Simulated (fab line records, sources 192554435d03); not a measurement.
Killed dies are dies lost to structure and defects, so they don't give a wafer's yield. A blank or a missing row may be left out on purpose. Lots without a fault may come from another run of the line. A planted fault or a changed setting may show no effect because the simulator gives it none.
A struck lot beside a sound one | flow n5_finfet | 37 steps out of a route of 1938
Sound: wafers L483.1, L483.3, L483.5. Struck: wafer L485.1. (L485.3, L485.5 of the same lot were not struck and are left out.) The cause comes at the end.
At each step with rows: each side's tool, then ch and its chambers, then its first start. Under that, the readings that differ: sound wafers | struck wafers | difference of the means | sigmas: that difference in standard deviations of wafers without a fault.
alike: readings whose means differ by less than 2 such deviations, and words and numbers that are the same on both sides. not compared: withheld readings, readings that some wafer has no value for, bounds like >300 that may hide the same value, and numbers for which the record gives no deviation and whose values overlap.
The two part at a step that has a row with sigmas, a row that says differs or no value, or rows on one side only. Numbers that don't overlap but have no deviation are shown without sigmas and don't part them. A reading that every wafer of one side lacks parts them only if that side has two wafers or more.

first, 8 steps without rows for these wafers: N5_BEOL_M5_ANNEAL_51 (time 90 s); N5_BEOL_M5_CMP_52 (polishes, stops on SiCOH lowk, t overpolish 6.9 s, target thk 62 nm); N5_BEOL_M5_PRE_CLEAN_77 (time 15 s); N5_BEOL_M5_CO_CAP_78 (material Co, precursor CCTBA/H2, target thk 2 nm, time 102.1 s); N5_BEOL_M5_PRE_CLEAN_55 (time 15 s); N5_BEOL_M5_DEP_56 (deposits SiCN from 3MS/NH3, target thk 8 nm, time 14 s); N5_BEOL_M6_ILD_DEP_00 (deposits SiCOH lowk from DEMS/porogen, target thk 179.75 nm, time 33.4 s); N5_BEOL_M6_CURE_74 (cures SiCOH lowk, time 240 s).
N5_BEOL_M6_PECVD_70: deposits SiO2 from TEOS/O2, target thk 20 nm, time 22.7 s.
  sound on pecvd-03 ch 0,2, day 11 23:58; struck on pecvd-01 ch 2, day 12 12:47
  reading                                    | sound          | struck | difference | sigmas
  model.SiO2_of_BEOL_M6_PECVD_70.thk_nm (nm) | 19.8 20.2 20.2 | 12.2   | -7.9       |
  alike: heater_power_w, showerhead_plenum_p_Torr, throttle_valve_pct
then, 25 steps without rows for these wafers: N5_BEOL_M6_HM_DEP_02 (deposits TiN, target thk 20 nm); N5_BEOL_M6_COAT_59 (time 60 s, resist thk 100 nm); N5_BEOL_M6_COAT_60 (time 60 s, resist thk 35 nm); N5_BEOL_M6_COAT_05 (resist thk 90 nm); N5_BEOL_M6_EBR_07; N5_BEOL_M6_SOFTBAKE_06 (time 60 s); N5_BEOL_M6_EXPOSE_08 (exposes mask M6); N5_BEOL_M6_PEB_09 (peb time 60 s); N5_BEOL_M6_DEVELOP_10 (develop time 30 s); N5_BEOL_M6_DESCUM_16 (chemistry O2, time 7.9 s); N5_BEOL_M6_ETCH_61 (etches SiARC in CF4, target depth 45.5 nm, time 75.8 s); N5_BEOL_M6_ETCH_62 (etches SOC in N2/H2, target depth 110 nm, overetch 22 nm, time 165 s); N5_BEOL_M6_STRIP_68 (strips in N2/H2); N5_BEOL_M6_STRIP_67 (strips in CF4); N5_BEOL_M6_HM_OPEN_17 (chemistry Cl2/BCl3, target TiN, target depth 20 nm, overetch 6 nm); N5_BEOL_M6_STRIP_19 (strips in O2); N5_BEOL_M6_COAT_63 (time 60 s, resist thk 60 nm); N5_BEOL_M6_COAT_64 (time 60 s, resist thk 12 nm); N5_BEOL_M6_COAT_71 (time 60 s, resist thk 5 nm); N5_BEOL_M6_COAT_22 (resist thk 30 nm); N5_BEOL_M6_EBR_24; N5_BEOL_M6_SOFTBAKE_23 (time 60 s); N5_BEOL_M6_EXPOSE_25 (exposes mask V5, target cd 40 nm); N5_BEOL_M6_PEB_26 (peb time 60 s); N5_BEOL_M6_DEVELOP_27 (develop time 30 s).
N5_BEOL_M6_HM_STRIP_39: strips TiN in peroxide tin strip, target depth 25 nm, time 158 s.
  sound on wet_bench-02 ch 4,5,7, day 12 04:45; struck on wet_bench-05 ch 2, day 12 16:28
  reading                                    | sound      | struck | difference | sigmas
  model.SiO2_of_BEOL_M6_PECVD_70.thk_nm (nm) | 19.6 20 20 | 12     | -8         |
N5_BEOL_M6_CMP_52: polishes, stops on SiCOH lowk, t overpolish 6.9 s, target thk 80 nm.
  sound on cmp-02 ch 2,3, day 12 06:42; struck on cmp-01 ch 3, day 12 18:13
  reading                      | sound             | struck | difference | sigmas
  barrier_field_endpoint_s (s) | 27.5 28.4 28.7    | 19.0   | -9.2       | -10
  edge_zone_pressure_frac      | 0.994 0.998 1.003 | 1.010  | +0.012     | +2
  alike: motor_current_A
then, 1 step without rows for these wafers: N5_PASSIVATION_PROBE_49.

WHERE THEY PART
Only at N5_BEOL_M6_CMP_52, within this record.

WHY: what the simulator had put in
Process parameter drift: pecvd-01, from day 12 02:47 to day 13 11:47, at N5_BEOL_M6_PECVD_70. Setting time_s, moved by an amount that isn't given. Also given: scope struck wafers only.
